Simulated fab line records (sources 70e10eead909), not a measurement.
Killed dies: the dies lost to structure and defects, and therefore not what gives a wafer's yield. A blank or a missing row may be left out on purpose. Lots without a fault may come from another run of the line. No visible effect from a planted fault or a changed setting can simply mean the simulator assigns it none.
Matching of chambers || flow nand-harc || NHARC_A_CONTACT_ALD_18 on ald-metal-03 has 4 sister chambers
The step deposits TiN, target thk 3 nm, pulse time 1 s, ald cycles 150. 18 wafers are shown with their chamber, then 9 later ones without.

== EACH WAFER AND ITS CHAMBER ==
{"wafer": "L074.1", "chamber": 1, "heater-power-w (W)": 1162, "susceptor-temp-C (C)": 449.75, "precursor-pulse-height-rel": 0.979}
{"wafer": "L074.4", "chamber": 0, "heater-power-w (W)": 1179, "susceptor-temp-C (C)": 449.90, "precursor-pulse-height-rel": 0.971}
{"wafer": "L074.6", "chamber": 3, "heater-power-w (W)": 914, "susceptor-temp-C (C)": 449.83, "precursor-pulse-height-rel": 1.026}
{"wafer": "L075.2", "chamber": 3, "heater-power-w (W)": 940, "susceptor-temp-C (C)": 449.85, "precursor-pulse-height-rel": 0.992}
{"wafer": "L075.5", "chamber": 2, "heater-power-w (W)": 968, "susceptor-temp-C (C)": 449.86, "precursor-pulse-height-rel": 0.989}
{"wafer": "L075.6", "chamber": 3, "heater-power-w (W)": 936, "susceptor-temp-C (C)": 450.01, "precursor-pulse-height-rel": 0.989}
{"wafer": "L085.1", "chamber": 3, "heater-power-w (W)": 958, "susceptor-temp-C (C)": 449.85, "precursor-pulse-height-rel": 0.985}
{"wafer": "L085.3", "chamber": 0, "heater-power-w (W)": 1219, "susceptor-temp-C (C)": 450.03, "precursor-pulse-height-rel": 1.007}
{"wafer": "L085.4", "chamber": 1, "heater-power-w (W)": 1099, "susceptor-temp-C (C)": 450.10, "precursor-pulse-height-rel": 0.991}
{"wafer": "L089.2", "chamber": 1, "heater-power-w (W)": 1119, "susceptor-temp-C (C)": 450.11, "precursor-pulse-height-rel": 0.969}
{"wafer": "L089.4", "chamber": 2, "heater-power-w (W)": 923, "susceptor-temp-C (C)": 450.27, "precursor-pulse-height-rel": 1.014}
{"wafer": "L089.6", "chamber": 2, "heater-power-w (W)": 929, "susceptor-temp-C (C)": 450.08, "precursor-pulse-height-rel": 0.970}
{"wafer": "L090.1", "chamber": 1, "heater-power-w (W)": 1100, "susceptor-temp-C (C)": 450.32, "precursor-pulse-height-rel": 1.021}
{"wafer": "L090.4", "chamber": 2, "heater-power-w (W)": 904, "susceptor-temp-C (C)": 449.72, "precursor-pulse-height-rel": 0.985}
{"wafer": "L090.5", "chamber": 0, "heater-power-w (W)": 1242, "susceptor-temp-C (C)": 449.69, "precursor-pulse-height-rel": 0.996}
{"wafer": "L091.1", "chamber": 2, "heater-power-w (W)": 939, "susceptor-temp-C (C)": 449.62, "precursor-pulse-height-rel": 1.025}
{"wafer": "L091.2", "chamber": 1, "heater-power-w (W)": 1121, "susceptor-temp-C (C)": 450.05, "precursor-pulse-height-rel": 1.007}
{"wafer": "L091.3", "chamber": 0, "heater-power-w (W)": 1250, "susceptor-temp-C (C)": 450.35, "precursor-pulse-height-rel": 1.016}

SIGNATURES, as means of the wafers listed above
{"reading": "heater-power-w", "chamber 0": 1222.50, "chamber 1": 1120.20, "chamber 2": 932.60, "chamber 3": 937.00, "scatter within a chamber": 25.1}
{"reading": "susceptor-temp-C", "chamber 0": 449.9925, "chamber 1": 450.0660, "chamber 2": 449.9100, "chamber 3": 449.8850, "scatter within a chamber": 0.223}
{"reading": "precursor-pulse-height-rel", "chamber 0": 0.99750, "chamber 1": 0.99340, "chamber 2": 0.99660, "chamber 3": 0.99800, "scatter within a chamber": 0.0207}
Rule: for a wafer and a chamber, the distance is found by dividing, reading by reading, the gap between the wafer's reading and the chamber's mean by the reading's scatter, squaring, summing and taking the root. The wafer belongs to the nearest chamber; if the next one is less than 2 further off, it can't be placed. How the scatter is found: for the shown wafers, subtract from each reading the mean of its chamber, square and add these, divide the total by (wafers less chambers), then take the root.

== WAFERS WITH NO CHAMBER GIVEN ==
{"wafer": "L094.1", "heater-power-w (W)": 1072, "susceptor-temp-C (C)": 449.98, "precursor-pulse-height-rel": 1.009}
{"wafer": "L094.2", "heater-power-w (W)": 918, "susceptor-temp-C (C)": 449.68, "precursor-pulse-height-rel": 0.989}
{"wafer": "L094.5", "heater-power-w (W)": 1094, "susceptor-temp-C (C)": 449.77, "precursor-pulse-height-rel": 0.971}
{"wafer": "L095.3", "heater-power-w (W)": 913, "susceptor-temp-C (C)": 449.66, "precursor-pulse-height-rel": 1.014}
{"wafer": "L095.4", "heater-power-w (W)": 1105, "susceptor-temp-C (C)": 449.91, "precursor-pulse-height-rel": 0.983}
{"wafer": "L095.6", "heater-power-w (W)": 1230, "susceptor-temp-C (C)": 450.00, "precursor-pulse-height-rel": 1.002}
{"wafer": "L096.1", "heater-power-w (W)": 921, "susceptor-temp-C (C)": 450.16, "precursor-pulse-height-rel": 0.986}
{"wafer": "L096.2", "heater-power-w (W)": 1151, "susceptor-temp-C (C)": 450.08, "precursor-pulse-height-rel": 0.995}
{"wafer": "L096.6", "heater-power-w (W)": 1057, "susceptor-temp-C (C)": 449.55, "precursor-pulse-height-rel": 1.022}

== WHICH CHAMBER EACH WENT THROUGH ==
{"wafer": "L094.1", "from the rows above": 1, "in truth": 1}
{"wafer": "L094.2", "from the rows above": "can't be placed: 2 or 3", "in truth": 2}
{"wafer": "L094.5", "from the rows above": 1, "in truth": 1}
{"wafer": "L095.3", "from the rows above": "can't be placed: 3 or 2", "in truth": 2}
{"wafer": "L095.4", "from the rows above": 1, "in truth": 1}
{"wafer": "L095.6", "from the rows above": 0, "in truth": 0}
{"wafer": "L096.1", "from the rows above": "can't be placed: 2 or 3", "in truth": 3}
{"wafer": "L096.2", "from the rows above": "can't be placed: 1 or 0", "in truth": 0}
{"wafer": "L096.6", "from the rows above": "can't be placed: 1 or 3 or 2", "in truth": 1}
4 of 9 placed correctly. Unplaceable from these rows: 5, with the true chamber sitting among the candidates in 5. Wrongly placed: 0.
